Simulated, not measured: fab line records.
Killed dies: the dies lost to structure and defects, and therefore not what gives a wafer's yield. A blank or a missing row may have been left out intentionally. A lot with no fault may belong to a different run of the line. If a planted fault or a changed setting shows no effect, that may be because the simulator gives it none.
fab line records	flow n5Finfet
[record] lots = 7	wafers = 39
route steps=1938 shown BEOL_M5@1191 BEOL_M9@1417 BEOL_M11@1573 BEOL_M12@1639 BEOL_M14@1762
startH: the number of hours between the record's first day and the start of the first shown wafer of the lot	waitH: time in hours since the lot's previous step	" repeats the value in the row above	L1.1+2: a row that stands for several wafers	- no value present, or no start provided	* or withheld: withheld	< > ~ a bound
route shown NAME@n: a module of which the file shows steps, and the number in the route of the first	usual: mean/standard deviation of fault-free wafers	same: alike in all rows	chamber/n: place in a boat	sites: each site's reading	_std_site: their standard deviation	_edge_site: outer sites' mean less inner sites'	radiusMm: how far each site lies from the wafer's centre	mask NAME#n: copy n	behind: the tool/chamber that last shaped the wafer	hold: cause of the lot's hold/its duration in hours/its outcome	device: the transistor (n, p or np) that didn't switch	end of line: at the end of the route, the tests of the same wafers	a step given without rows: its recipe and nothing more	killed: count of dies lost to structure and defects at first sort (not the wafer's yield)	map: the dies of a wafer, with x for killed, . for not killed, _ for no die there
set.NAME: the run value of the setting; set.NAME@STEP: its run value at that earlier step	model.NAME: the simulator's own value behind a step, which no gauge read
lots with deliberately changed settings; one table per step, one row per wafer
[[steps]]
[step N5_BEOL_M5_DEP_56]
[recipe] material = SiCN	targetThkA = 80	tempC = withheld	precursor = 3MS/NH3	pressureTorr = 3	rfW = 202	timeS = 14
lot.wafer	tool	chamber	startH	waitH	set.targetThkA	model.SiCN_of_BEOL_M5_DEP_56.thkNm
L075.3+4+5	pecvd-03	0,2,1	318.77	0.0	80	8.2
L078.1+2	pecvd-01	1,0	327.62	0.0	80	7.8
L078.3	"	2	"	"	80	7.6
L078.4+5	"	1,2	"	"	107.9	10.6
L078.6	"	0	"	"	107.9	10.8
L074.1+3+4	pecvd-01	2,1,0	357.84	0.0	58.16	5.8
L074.2+5+6	"	0,2,1	"	"	80	8
L080.1+6	pecvd-02	1,0	373.02	0.0	80	8
L080.2+4	"	0,1	"	"	99.06	10
L080.3	"	2	"	"	80	7.8
L080.5	"	2	"	"	99.06	9.8
L085.1+3+5	pecvd-01	0	410.83	0.0	80	8.2
L085.2	"	2	"	"	80	7.8
L085.4+6	"	2	"	"	80	8
L092.1+5	pecvd-02	1,2	448.57	0.0	80	8
L092.2+6	"	2,1	"	"	58.94	5.8
L092.3	"	1	"	"	58.94	6
L092.4	"	2	"	"	80	7.8
L093.1	pecvd-02	2	449.68	0.0	80	7.8
L093.2+6	"	1	"	"	110.6	11.2
L093.3	"	1	"	"	110.6	11.4
L093.4	"	2	"	"	80	8
L093.5	"	2	"	"	80	8.2
[step N5_BEOL_M9_DESCUM_16]
[recipe] chemistry = O2	timeS = 7.9	sourcePowerW = 50	biasPowerW = 20	pressureMtorr = 20	rfFrequencyHz = 2.712e+07	tempC = 40	resist = CAR-ArF	o2FlowSccm = 225
lot.wafer	tool	chamber	startH	waitH	set.timeS	model.CAR-ArF_of_BEOL_M9_COAT_05.thkNm
L075.3	rieDiel-01	1	348.44	0.6	7.9	83.4
L075.4+5	"	3,2	"	"	7.9	83.8
L078.1+2+3	rieDiel-01	1,2,3	355.08	0.0	7.9	83.8
L078.4+5+6	"	0,0,1	"	"	7.9	83.6
L074.1+6	rieDiel-05	0	387.80	1.1	7.9	83.6
L074.2+3	"	3,2	"	"	10.14	82.2
L074.4	"	1	"	"	7.9	83.4
L074.5	"	1	"	"	10.14	82
L080.1	rieDiel-04	3	399.33	0.1	11.65	81.8
L080.2	"	1	"	"	11.65	81.6
L080.3	"	2	"	"	11.65	81.2
L080.4	"	0	"	"	7.9	83.8
L080.5	"	1	"	"	7.9	83.4
L080.6	"	0	"	"	7.9	84
L085.1+6	rieDiel-01	3	443.56	0.0	7.9	83.2
L085.2	"	2	"	"	10.61	81.2
L085.3+4	"	0,1	"	"	10.61	81.4
L085.5	"	2	"	"	7.9	83.4
L093.1+2+3+4	rieDiel-01	0,2,0,2	479.58	0.2	7.9	83.6
L093.5	"	2	"	"	7.9	83.4
L093.6	"	0	"	"	7.9	83.8
L092.1	rieDiel-05	3	479.65	0.1	7.9	83
L092.2+3	"	2,1	"	"	7.9	83.2
L092.4	"	0	"	"	9.234	82.6
L092.5+6	"	2,3	"	"	9.234	82.2
[step N5_BEOL_M9_ETCH_61]
[recipe] chemistry = CF4	target = SiARC	targetDepthA = 390	maskMaterial = CAR-ArF	timeS = 65	ionEnergyEv = 80	pressureMtorr = 40	sourceW = 545	biasW = 36	Ar_flow_sccm = 100	cf4FlowSccm = 100	ends = cleared
lot.wafer	tool	chamber	startH	waitH	set.timeS@BEOL_M9_DESCUM_16	model.CAR-ArF_of_BEOL_M9_COAT_05.thkNm
L075.3	rieDiel-01	1	348.48	0.0	7.9	55.4
L075.4	"	3	"	"	7.9	55.8
L075.5	"	2	"	"	7.9	55.6
L078.1+2+3+4	rieDiel-01	1,2,3,0	355.11	0.0	7.9	55.8
L078.5+6	"	0,1	"	"	7.9	55.6
L074.1+6	rieDiel-05	0	387.83	0.0	7.9	55.8
L074.2+3+5	"	3,2,1	"	"	10.14	54.2
L074.4	"	1	"	"	7.9	55.6
L080.1	rieDiel-04	3	399.37	0.0	11.65	53.8
L080.2	"	1	"	"	11.65	53.6
L080.3	"	2	"	"	11.65	53.2
L080.4	"	0	"	"	7.9	55.8
L080.5	"	1	"	"	7.9	55.4
L080.6	"	0	"	"	7.9	56
L085.1+6	rieDiel-01	3	443.60	0.0	7.9	55.2
L085.2	"	2	"	"	10.61	53.4
L085.3+4	"	0,1	"	"	10.61	53.6
L085.5	"	2	"	"	7.9	55.4
L093.1+2+4+5	rieDiel-01	0,2,2,2	479.63	0.0	7.9	55.6
L093.3	"	0	"	"	7.9	55.8
L093.6	"	0	"	"	7.9	56
L092.1+3	rieDiel-05	3,1	479.69	0.0	7.9	55.2
L092.2	"	2	"	"	7.9	55.4
L092.4	"	0	"	"	9.234	54.8
L092.5	"	2	"	"	9.234	54.2
L092.6	"	3	"	"	9.234	54.4
[step N5_BEOL_M11_ETCH_66]
[recipe] chemistry = N2/H2	target = SOC	targetDepthA = 1200	overetchA = 240	maskMaterial = SiARC	tempC = 40	timeS = 180	ionEnergyEv = 200	pressureMtorr = 30	sourceW = 840	biasW = 150	n2FlowSccm = 200	h2FlowSccm = 200
lot.wafer	tool	chamber	startH	waitH	set.timeS	model.etch.depthNm	model.SiARC_of_BEOL_M11_COAT_64.thkNm
L075.3	rieDiel-01	2	362.88	0.0	180	99.81	22.8
L075.4	"	3	"	"	180	100.1	22.6
L075.5	"	3	"	"	180	100.1	22.8
L078.1	rieDiel-04	3	369.81	0.0	180	100.2	22.6
L078.2	"	0	"	"	180	100.1	22.8
L078.3	"	1	"	"	90.37	72.61	26
L078.4	"	2	"	"	180	100.1	22.4
L078.5	"	1	"	"	90.37	72.24	26.2
L078.6	"	0	"	"	90.37	70.33	26.4
L074.1	rieDiel-05	0	417.68	0.0	180	100.2	23
L074.2	"	1	"	"	152	99.78	23.8
L074.3	"	3	"	"	152	99.95	24
L074.4	"	2	"	"	152	99.98	23.8
L074.5	"	2	"	"	180	99.95	22.8
L074.6	"	3	"	"	180	100.1	22.8
L080.1	rieDiel-05	3	425.11	0.0	180	100.2	22.8
L080.2	"	2	"	"	180	100.1	22.6
L080.3	"	1	"	"	180	100.3	22.6
L080.4+6	"	0	"	"	180	100.2	23
L080.5	"	3	"	"	180	99.92	22.8
L085.1	rieDiel-04	2	466.77	0.0	180	100.4	22.6
L085.2	"	0	"	"	234.5	100.5	20.8
L085.3	"	1	"	"	180	100.2	22.4
L085.4	"	0	"	"	180	100.2	22.8
L085.5	"	1	"	"	234.5	100.2	20
L085.6	"	2	"	"	234.5	100.2	20.4
L092.1	rieDiel-04	0	496.51	0.0	180	100	23
L092.2	"	1	"	"	180	99.66	22.4
L092.3	"	2	"	"	77.29	60.99	26.8
L092.4	"	3	"	"	77.29	60.93	26.8
L092.5	"	0	"	"	77.29	58.87	27
L092.6	"	1	"	"	180	99.88	22.4
L093.1	rieDiel-05	3	496.68	0.0	180	100.5	22.8
L093.2	"	0	"	"	132.5	100.2	24.8
L093.3	"	2	"	"	180	100.4	22.8
L093.4	"	1	"	"	132.5	99.89	24.4
L093.5	"	0	"	"	180	100.2	23
L093.6	"	3	"	"	132.5	100.3	24.8
[step N5_BEOL_M12_TRENCH_ETCH_34]
[recipe] chemistry = C4F8/O2/Ar	target = SiOC	targetDepthA = 3189.5	maskMaterial = SOC	pressureMtorr = 30	sourceW = 3000	biasW = 700	Ar_flow_sccm = 400	C4F8_flow_sccm = 15	O2_flow_sccm = 8	heInnerTorr = 15	heOuterTorr = 30	timeS = 125.5	ionEnergyEv = 250
lot.wafer	tool	chamber	startH	waitH	set.timeS	model.etch.depthNm
L075.3	rieDiel-06	3	367.86	0.0	125.5	313.4
L075.4	"	2	"	"	125.5	316.4
L075.5	"	1	"	"	125.5	324.1
L078.1	rieDiel-06	3	375.25	0.0	125.5	308.4
L078.2	"	0	"	"	125.5	320
L078.3	"	1	"	"	61.75	156.8
L078.4	"	3	"	"	61.75	151.1
L078.5	"	1	"	"	125.5	317.4
L078.6	"	0	"	"	61.75	158.6
L074.1+4	rieDiel-02	1,0	423.43	0.0	125.5	309.8
L074.2	"	3	"	"	125.5	316.7
L074.3	"	2	"	"	125.5	325.1
L074.5	"	0	"	"	125.5	306.4
L074.6	"	3	"	"	125.5	315.6
L080.1	rieDiel-06	1	430.31	0.0	125.5	324.5
L080.2	"	0	"	"	154.1	399.3
L080.3	"	2	"	"	154.1	399.5
L080.4	"	3	"	"	154.1	377
L080.5	"	0	"	"	125.5	323.9
L080.6	"	1	"	"	125.5	326.9
L085.1	rieDiel-06	0	472.59	0.0	193.2	494.7
L085.2	"	1	"	"	125.5	320
L085.3	"	3	"	"	193.2	473.3
L085.4	"	2	"	"	125.5	321.2
L085.5	"	1	"	"	193.2	487
L085.6	"	0	"	"	125.5	319.4
L092.1	rieDiel-06	0	503.16	0.0	88.73	224.1
L092.2	"	1	"	"	125.5	318.5
L092.3	"	2	"	"	125.5	320.8
L092.4	"	1	"	"	125.5	316.7
L092.5	"	2	"	"	88.73	225.9
L092.6	"	0	"	"	88.73	223.5
L093.1	rieDiel-03	2	504.07	0.0	86.19	220.6
L093.2	"	1	"	"	86.19	222.8
L093.3	"	0	"	"	86.19	220.4
L093.4	"	3	"	"	125.5	321.7
L093.5	"	2	"	"	125.5	319
L093.6	"	3	"	"	125.5	324.7
[step N5_BEOL_M12_STRIP_70]
[recipe] chemistry = C4F8/O2/Ar	resist = SiARC	rfFrequencyHz = 6e+07
[step N5_BEOL_M12_OCD_MEAS_35]
[usual] trenchDepthNm = 318/6.4
lot.wafer	tool	chamber	startH	waitH	set.timeS@BEOL_M12_TRENCH_ETCH_34	trenchDepthNm
L075.3	ocd-01	-	368.02	0.0	125.5	314
L075.4	"	-	"	"	125.5	316
L075.5	"	-	"	"	125.5	324
L078.1	ocd-02	-	375.40	0.0	125.5	309
L078.2	"	-	"	"	125.5	319
L078.3	"	-	"	"	61.75	157
L078.4	"	-	"	"	61.75	151
L078.5	"	-	"	"	125.5	317
L078.6	"	-	"	"	61.75	158
L074.1	ocd-02	-	423.59	0.0	125.5	310
L074.2	"	-	"	"	125.5	-
L074.3	"	-	"	"	125.5	-
L074.4	"	-	"	"	125.5	310
L074.5	"	-	"	"	125.5	307
L074.6	"	-	"	"	125.5	-
L080.1	ocd-01	-	430.47	0.0	125.5	325
L080.2	"	-	"	"	154.1	399
L080.3	"	-	"	"	154.1	399
L080.4	"	-	"	"	154.1	378
L080.5	"	-	"	"	125.5	324
L080.6	"	-	"	"	125.5	327
L085.1	ocd-02	-	472.75	0.0	193.2	494
L085.2	"	-	"	"	125.5	320
L085.3	"	-	"	"	193.2	473
L085.4	"	-	"	"	125.5	321
L085.5	"	-	"	"	193.2	487
L085.6	"	-	"	"	125.5	319
L092.1	ocd-01	-	503.31	0.0	88.73	224
L092.2	"	-	"	"	125.5	318
L092.3	"	-	"	"	125.5	321
L092.4	"	-	"	"	125.5	317
L092.5	"	-	"	"	88.73	226
L092.6	"	-	"	"	88.73	224
L093.1	ocd-02	-	504.23	0.0	86.19	220
L093.2	"	-	"	"	86.19	222
L093.3	"	-	"	"	86.19	220
L093.4	"	-	"	"	125.5	322
L093.5	"	-	"	"	125.5	320
L093.6	"	-	"	"	125.5	325
[step N5_BEOL_M12_STRIP_37]
[recipe] chemistry = N2/H2	powerW = 1000	tempC = 250	h2Frac = 0.65	overashFraction = 0.3	pressureMtorr = withheld	n2FlowSccm = 1750	h2FlowSccm = 3250
[step N5_BEOL_M12_ETCH_38]
[recipe] chemistry = CF4/N2	target = SiCN	targetDepthA = 687	taperDeg = 2	timeS = 73.4	ionEnergyEv = 150	maskMaterial = SiO2	pressureMtorr = 40	sourceW = 430	biasW = 70	Ar_flow_sccm = 100	cf4FlowSccm = 60	n2FlowSccm = 60
[step N5_BEOL_M12_ECD_47]
[recipe] material = Cu	targetThkA = 7200
[step N5_BEOL_M12_ANNEAL_48]
[recipe] tempC = 225	timeS = 90	ambient = N2
[step N5_BEOL_M12_CMP_49]
[recipe] stopOn = SiOC	tOverpolishS = 20.6	downForcePsi = 1	platenRpm = 50	clearingPlatenDownForcePsi = 1.5	clearingPlatenRpm = 50	postCmpClean = cuAlkaline	targetThkNm = 320	clearingPlatenPadVelocityMS = 0.99484	padVelocityMS = 0.99484
lot.wafer	tool	chamber	startH	waitH	set.timeS@BEOL_M12_TRENCH_ETCH_34	model.Cu_of_BEOL_M12_ECD_47.thkNm
L075.4	cmp-01	0	371.22	0.1	125.5	317.4
L075.3	"	2	"	"	125.5	316.8
L075.5	"	1	"	"	125.5	324.2
L078.3	cmp-02	3	377.82	0.2	61.75	154.6
L078.2	"	0	"	"	125.5	320
L078.1	"	1	"	"	125.5	307
L078.4	"	2	"	"	61.75	151
L078.6	"	3	"	"	61.75	157.2
L078.5	"	0	"	"	125.5	317
L074.1	cmp-04	1	427.48	0.3	125.5	311.2
L074.2+6	"	2	"	"	125.5	318
L074.4	"	3	"	"	125.5	313.2
L074.3	"	0	"	"	125.5	326.4
L074.5	"	1	"	"	125.5	307
L080.4	cmp-04	0	435.92	0.1	154.1	377
L080.2	"	1	"	"	154.1	399.6
L080.3	"	2	"	"	154.1	399.4
L080.1	"	3	"	"	125.5	328
L080.6	"	0	"	"	125.5	327.6
L080.5	"	1	"	"	125.5	323.6
L085.2	cmp-01	1	476.64	0.2	125.5	321.8
L085.4	"	2	"	"	125.5	322.8
L085.1	"	3	"	"	193.2	497.4
L085.3	"	0	"	"	193.2	474
L085.5	"	1	"	"	193.2	486
L085.6	"	2	"	"	125.5	322.6
L092.1	cmp-04	0	505.53	0.5	88.73	224.4
L092.4	"	1	"	"	125.5	317.2
L092.3	"	2	"	"	125.5	321.4
L092.2	"	3	"	"	125.5	321.6
L092.5	"	0	"	"	88.73	225.4
L092.6	"	1	"	"	88.73	225.8
L093.4	cmp-02	0	512.61	0.1	125.5	322.4
L093.3	"	1	"	"	86.19	221.4
L093.1	"	2	"	"	86.19	221.6
L093.2	"	3	"	"	86.19	222.6
L093.6	"	0	"	"	125.5	327.2
L093.5	"	1	"	"	125.5	318.6
[step N5_BEOL_M12_THK_MEAS_50]
[recipe] thkMeasGauge = xrf	reads = Cu_of_BEOL_M12_ECD_47
[usual] M12_THK = 313/6.8
lot.wafer	tool	chamber	startH	waitH	set.timeS@BEOL_M12_TRENCH_ETCH_34	M12_THK[nm]
L075.3	filmMetro-02	-	371.52	-	125.5	310
L075.4	"	-	"	"	125.5	312
L075.5	"	-	"	"	125.5	317
L078.1	filmMetro-01	-	378.12	-	125.5	301
L078.2	"	-	"	"	125.5	313
L078.3	"	-	"	"	61.75	151
L078.4	"	-	"	"	61.75	148
L078.5	"	-	"	"	125.5	309
L078.6	"	-	"	"	61.75	153
L074.1	filmMetro-01	-	427.78	-	125.5	307
L074.2	"	-	"	"	125.5	-
L074.3	"	-	"	"	125.5	-
L074.4	"	-	"	"	125.5	309
L074.5	"	-	"	"	125.5	304
L074.6	"	-	"	"	125.5	-
L080.1	filmMetro-02	-	436.22	-	125.5	322
L080.2	"	-	"	"	154.1	395
L080.3	"	-	"	"	154.1	393
L080.4	"	-	"	"	154.1	371
L080.5	"	-	"	"	125.5	317
L080.6	"	-	"	"	125.5	322
L085.1	filmMetro-02	-	476.94	-	193.2	481
L085.2	"	-	"	"	125.5	313
L085.3	"	-	"	"	193.2	461
L085.4	"	-	"	"	125.5	315
L085.5	"	-	"	"	193.2	471
L085.6	"	-	"	"	125.5	314
L092.1	filmMetro-01	-	505.83	-	88.73	222
L092.2	"	-	"	"	125.5	319
L092.3	"	-	"	"	125.5	319
L092.4	"	-	"	"	125.5	316
L092.5	"	-	"	"	88.73	224
L092.6	"	-	"	"	88.73	224
L093.1	filmMetro-01	-	512.90	-	86.19	218
L093.2	"	-	"	"	86.19	218
L093.3	"	-	"	"	86.19	218
L093.4	"	-	"	"	125.5	316
L093.5	"	-	"	"	125.5	313
L093.6	"	-	"	"	125.5	322
[step N5_BEOL_M12_PRE_CLEAN_52]
[recipe] gas = NH3	timeS = 15	tempC = withheld	rfPowerW = 300
[step N5_BEOL_M12_DEP_53]
[recipe] material = SiCN	targetThkA = 300	tempC = withheld	precursor = 3MS/NH3	pressureTorr = 3	rfW = 675	timeS = 10.5
[step N5_BEOL_M12_RS_MEAS_54]
[recipe] thkMeasGauge = four-point-probe	reads = Cu_of_BEOL_M12_ECD_47+Ta_of_BEOL_M12_SPUTTER_44+TaN_of_BEOL_M12_SPUTTER_43
[usual] M12_RS = 0.0602/0.0013
lot.wafer	tool	chamber	startH	waitH	set.timeS@BEOL_M12_TRENCH_ETCH_34	M12_RS[ohm/sq]
L075.3	filmMetro-01	-	371.64	0.0	125.5	0.0607
L075.4	"	-	"	"	125.5	0.0606
L075.5	"	-	"	"	125.5	0.0591
L078.1	filmMetro-01	-	378.25	0.0	125.5	0.0626
L078.2	"	-	"	"	125.5	0.0600
L078.3	"	-	"	"	61.75	0.1302
L078.4	"	-	"	"	61.75	0.1338
L078.5	"	-	"	"	125.5	0.0607
L078.6	"	-	"	"	61.75	0.1279
L074.1	filmMetro-02	-	427.90	0.0	125.5	0.0616
L074.2	"	-	"	"	125.5	-
L074.3	"	-	"	"	125.5	-
L074.4	"	-	"	"	125.5	0.0613
L074.5	"	-	"	"	125.5	0.0626
L074.6	"	-	"	"	125.5	-
L080.1	filmMetro-01	-	436.34	0.0	125.5	0.0585
L080.2	"	-	"	"	154.1	0.0476
L080.3	"	-	"	"	154.1	0.0477
L080.4	"	-	"	"	154.1	0.0504
L080.5	"	-	"	"	125.5	0.0593
L080.6	"	-	"	"	125.5	0.0585
L085.1	filmMetro-01	-	477.06	0.0	193.2	0.0380
L085.2	"	-	"	"	125.5	0.0596
L085.3	"	-	"	"	193.2	0.0399
L085.4	"	-	"	"	125.5	0.0593
L085.5	"	-	"	"	193.2	0.0389
L085.6	"	-	"	"	125.5	0.0594
L092.1	filmMetro-01	-	505.95	0.0	88.73	0.0874
L092.2	"	-	"	"	125.5	0.0597
L092.3	"	-	"	"	125.5	0.0598
L092.4	"	-	"	"	125.5	0.0607
L092.5	"	-	"	"	88.73	0.0868
L092.6	"	-	"	"	88.73	0.0866
L093.1	filmMetro-01	-	513.03	0.0	86.19	0.0884
L093.2	"	-	"	"	86.19	0.0878
L093.3	"	-	"	"	86.19	0.0883
L093.4	"	-	"	"	125.5	0.0596
L093.5	"	-	"	"	125.5	0.0604
L093.6	"	-	"	"	125.5	0.0585
[step N5_BEOL_M14_SPUTTER_43]
[recipe] material = TaN	targetThkA = 150	tempC = 50	biasV = 168.6	powerW = 15000	chamberPressurePa = 0.12	timeS = 24.19
lot.wafer	tool	chamber	startH	waitH	set.timeS	model.TaN_of_BEOL_M14_SPUTTER_43.thkNm
L075.3+5	pvdSputter-03	-	383.64	0.0	24.19	15.2
L075.4	"	-	"	"	24.19	14.8
L078.1+3+6	pvdSputter-01	-	386.74	0.0	33.69	21
L078.2	"	-	"	"	24.19	14.8
L078.4+5	"	-	"	"	24.19	15
L074.1+5	pvdSputter-02	-	437.98	0.0	24.19	15
L074.2	"	-	"	"	24.19	15.2
L074.3+4+6	"	-	"	"	16.12	10.2
L080.1+2	pvdSputter-03	-	449.72	0.0	36.29	22.6
L080.3	"	-	"	"	24.19	14.8
L080.4+6	"	-	"	"	24.19	15
L080.5	"	-	"	"	36.29	22.4
L085.1+2+3+4+6	pvdSputter-01	-	488.53	0.0	24.19	15.2
L085.5	"	-	"	"	24.19	15
L092.1+2+4+5+6	pvdSputter-03	-	520.55	0.0	24.19	15
L092.3	"	-	"	"	24.19	15.2
L093.1+4+6	pvdSputter-03	-	526.64	0.0	24.19	14.8
L093.2+5	"	-	"	"	13.6	8.2
L093.3	"	-	"	"	13.6	8
[step N5_BEOL_M14_SPUTTER_44]
[recipe] material = Ta	targetThkA = 150	tempC = 50	biasV = 80	powerW = 15000	chamberPressurePa = 0.07	timeS = 24.19
[step N5_BEOL_M14_SPUTTER_45]
[recipe] material = Cu	targetThkA = 1000	tempC = -20	biasV = 60	powerW = 26000	chamberPressurePa = 0.13	timeS = 16.67
[step N5_BEOL_M14_ECD_47]
[recipe] material = Cu	targetThkA = 12480
[step N5_BEOL_M14_ANNEAL_48]
[recipe] tempC = 225	timeS = 90	ambient = N2
[step N5_BEOL_M14_CMP_49]
[recipe] stopOn = SiO2	tOverpolishS = 5.2	downForcePsi = 2	platenRpm = 80	clearingPlatenDownForcePsi = 2	clearingPlatenRpm = 80	postCmpClean = cuAlkaline	targetThkNm = 560	clearingPlatenPadVelocityMS = 1.5917	padVelocityMS = 1.5917
[usual] barrierFieldEndpointS = 11.34/0.28
lot.wafer	tool	chamber	startH	waitH	set.timeS@BEOL_M14_SPUTTER_43	barrierFieldEndpointS
L075.3	cmp-03	0	384.51	0.2	24.19	11.04
L075.4	"	1	"	"	24.19	10.99
L075.5	"	0	"	"	24.19	11.34
L078.3	cmp-04	1	387.51	0.2	33.69	13.77
L078.2	"	2	"	"	24.19	11.45
L078.1	"	3	"	"	33.69	14.41
L078.4	"	0	"	"	24.19	11.05
L078.5	"	1	"	"	24.19	11.34
L078.6	"	2	"	"	33.69	13.74
L074.3	cmp-03	3	438.74	0.2	16.12	9.32
L074.4	"	0	"	"	16.12	9.22
L074.2	"	1	"	"	24.19	11.49
L074.1	"	2	"	"	24.19	11.01
L074.6	"	3	"	"	16.12	9.48
L074.5	"	0	"	"	24.19	11.15
L080.3	cmp-03	2	450.92	0.2	24.19	11.11
L080.4	"	3	"	"	24.19	11.33
L080.2	"	0	"	"	36.29	14.10
L080.1	"	1	"	"	36.29	14.73
L080.5	"	2	"	"	36.29	14.25
L080.6	"	3	"	"	24.19	11.03
L085.4	cmp-03	0	489.29	0.1	24.19	11.51
L085.1	"	1	"	"	24.19	11.62
L085.2	"	2	"	"	24.19	11.25
L085.3	"	3	"	"	24.19	11.42
L085.6	"	0	"	"	24.19	11.17
L085.5	"	1	"	"	24.19	11.57
L092.2	cmp-03	1	521.31	0.2	24.19	10.97
L092.3	"	2	"	"	24.19	11.11
L092.1	"	3	"	"	24.19	10.75
L092.4	"	0	"	"	24.19	11.10
L092.6	"	1	"	"	24.19	11.23
L092.5	"	2	"	"	24.19	10.98
L093.1	cmp-03	2	527.52	0.4	24.19	11.40
L093.4	"	3	"	"	24.19	11.64
L093.2	"	0	"	"	13.6	8.98
L093.3	"	1	"	"	13.6	8.91
L093.6	"	2	"	"	24.19	11.65
L093.5	"	3	"	"	13.6	8.98
[[key]]
[split] step = N5_BEOL_M5_DEP_56	setting = targetThkA	stated = 80	by = wafer
[response] step = N5_BEOL_M5_DEP_56	reading = model.SiCN_of_BEOL_M5_DEP_56.thkNm	change = +0.0831	per = 1%	r = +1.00
[split] step = N5_BEOL_M9_DESCUM_16	setting = timeS	stated = 7.9	by = wafer
[response] step = N5_BEOL_M9_DESCUM_16	reading = model.CAR-ArF_of_BEOL_M9_COAT_05.thkNm	change = -0.0496	per = 1%	r = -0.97
[response] step = N5_BEOL_M9_ETCH_61	reading = model.CAR-ArF_of_BEOL_M9_COAT_05.thkNm	change = -0.0489	per = 1%	r = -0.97
[split] step = N5_BEOL_M11_ETCH_66	setting = timeS	stated = 180	by = wafer
[response] step = N5_BEOL_M11_ETCH_66	reading = model.etch.depthNm	change = +0.485	per = 1%	r = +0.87
[response] step = N5_BEOL_M11_ETCH_66	reading = model.SiARC_of_BEOL_M11_COAT_64.thkNm	change = -0.0728	per = 1%	r = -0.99
[split] step = N5_BEOL_M12_TRENCH_ETCH_34	setting = timeS	stated = 125.5	by = wafer
[response] step = N5_BEOL_M12_TRENCH_ETCH_34	reading = model.etch.depthNm	change = +3.11	per = 1%	r = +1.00
[response] step = N5_BEOL_M12_OCD_MEAS_35	reading = trenchDepthNm	change = +3.12	per = 1%	r = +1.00
[response] step = N5_BEOL_M12_CMP_49	reading = model.Cu_of_BEOL_M12_ECD_47.thkNm	change = +3.11	per = 1%	r = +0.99
[response] step = N5_BEOL_M12_THK_MEAS_50	reading = M12_THK	change = +3.03	per = 1%	r = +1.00
[response] step = N5_BEOL_M12_RS_MEAS_54	reading = M12_RS	change = -0.000835	per = 1%	r = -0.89
[split] step = N5_BEOL_M14_SPUTTER_43	setting = timeS	stated = 24.19	by = wafer
[response] step = N5_BEOL_M14_SPUTTER_43	reading = model.TaN_of_BEOL_M14_SPUTTER_43.thkNm	change = +0.152	per = 1%	r = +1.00
[response] step = N5_BEOL_M14_CMP_49	reading = barrierFieldEndpointS	change = +0.0626	per = 1%	r = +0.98
